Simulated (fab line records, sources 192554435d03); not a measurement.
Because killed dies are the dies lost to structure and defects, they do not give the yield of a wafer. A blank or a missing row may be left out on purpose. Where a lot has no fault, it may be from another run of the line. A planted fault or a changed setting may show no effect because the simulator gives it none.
Split-lot trial    flow n5-finfet    route with 1938 steps; 7 lots, 21 wafers read

## ABOUT THE SPLIT
At N5_PASSIVATION_EXPOSE_27 (exposes mask PAD, defocus 0 nm), the setting dose-mj was moved away from the recipe's 32.3 on 11 of the 21 wafers read, by -7.3% to +6.7%. This setting was run at the recipe's value on the other wafers.

## FROM THE SPLIT TO THE READING: what the file shows between them, 2 steps
- N5_PASSIVATION_DEVELOP_29: develop time 60 s (also split here: develop-time-s)
- N5_PASSIVATION_HARDBAKE_31: time 120 s

## THE READING
cd-nm, in nm, at N5_PASSIVATION_CD_MEAS_30 (target cd 4000 nm). Fault-free wafers of this fab line usually give 3999.8 nm, standard deviation 2.1 nm.

wafer   tool, chamber at the split  dose-mj as run  against the recipe  cd-nm, nm  against lot-mates on the recipe
L078.1  krf-scanner-02, 0           32.3            recipe              3997.8     -
L078.4  krf-scanner-02, 0           32.3            recipe              4001.9     -
L078.5  krf-scanner-02, 0           33.65           +4.2%               4005.3     +5.4
L085.2  krf-scanner-01, 0           32.3            recipe              4000.4     -
L085.4  krf-scanner-01, 0           32.3            recipe              3996.4     -
L085.6  krf-scanner-01, 0           32.3            recipe              3998.0     -
L086.1  krf-scanner-01, 0           30.35           -6.0%               3989.6     no lot-mate on the recipe
L086.3  krf-scanner-01, 0           30.35           -6.0%               3990.3     no lot-mate on the recipe
L086.6  krf-scanner-01, 0           30.35           -6.0%               3983.8     no lot-mate on the recipe
L087.2  krf-scanner-02, 0           29.95           -7.3%               3985.3     no lot-mate on the recipe
L087.3  krf-scanner-02, 0           29.95           -7.3%               3981.6     no lot-mate on the recipe
L087.6  krf-scanner-02, 0           29.95           -7.3%               3981.0     no lot-mate on the recipe
L091.2  krf-scanner-02, 0           32.3            recipe              3998.1     -
L091.3  krf-scanner-02, 0           32.3            recipe              4000.2     -
L091.4  krf-scanner-02, 0           32.3            recipe              3999.9     -
L095.1  krf-scanner-01, 0           30.76           -4.8%               3986.6     -12.9
L095.2  krf-scanner-01, 0           30.76           -4.8%               3989.7     -9.8
L095.3  krf-scanner-01, 0           32.3            recipe              3999.5     -
L097.1  krf-scanner-02, 0           34.47           +6.7%               4014.2     +13.1
L097.2  krf-scanner-02, 0           34.47           +6.7%               4011.9     +10.8
L097.4  krf-scanner-02, 0           32.3            recipe              4001.1     -

THE FIT
A straight line over all 21 wafers: cd-nm changes by +2.08 nm for each +1% of dose-mj; r = +0.97; the points scatter about the line by 2.2 nm.
The same after taking each lot's own level away (the mean of its wafers on the recipe; 15 wafers): +1.93 nm for each +1%; r = +0.97; scatter 1.7 nm.
The reading moves by 14 nm for the largest change in dose-mj, on that fit.
Measured against the standard deviation above, the lots' own levels, which go from 3998.27 to 4001.10 nm, span 1.3 times it.
Consequently the slope shifts little with the lot-to-lot level, the two slopes agreeing.
Check: +12.1 nm against its lot-mates is what the line predicts for one of the wafers moved furthest among these (+6.7%) when that wafer is left out of the fit. It came out at +13.1 nm against them.

## THE OTHER SPLITS THESE WAFERS WENT THROUGH
Other splits were also applied to these wafers ahead of the reading. Each is held against what the fit with the lots' levels taken away leaves over:
other split on the same wafers            wafers away from the commonest value  r with cd-nm (lot level and that fit taken away)
N5_BEOL_M14_TRENCH_ETCH_34 time-s         9                                     -0.25
N5_BEOL_M15_COAT_22 spin-rpm              4                                     +0.16
N5_BEOL_M15_PEB_26 peb-temp-c             8                                     +0.00
N5_PASSIVATION_DEVELOP_29 develop-time-s  5                                     +0.42

## THE FILE'S OWN FIT
cd-nm changes by +1.84 nm for each +1% of dose-mj, r = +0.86.
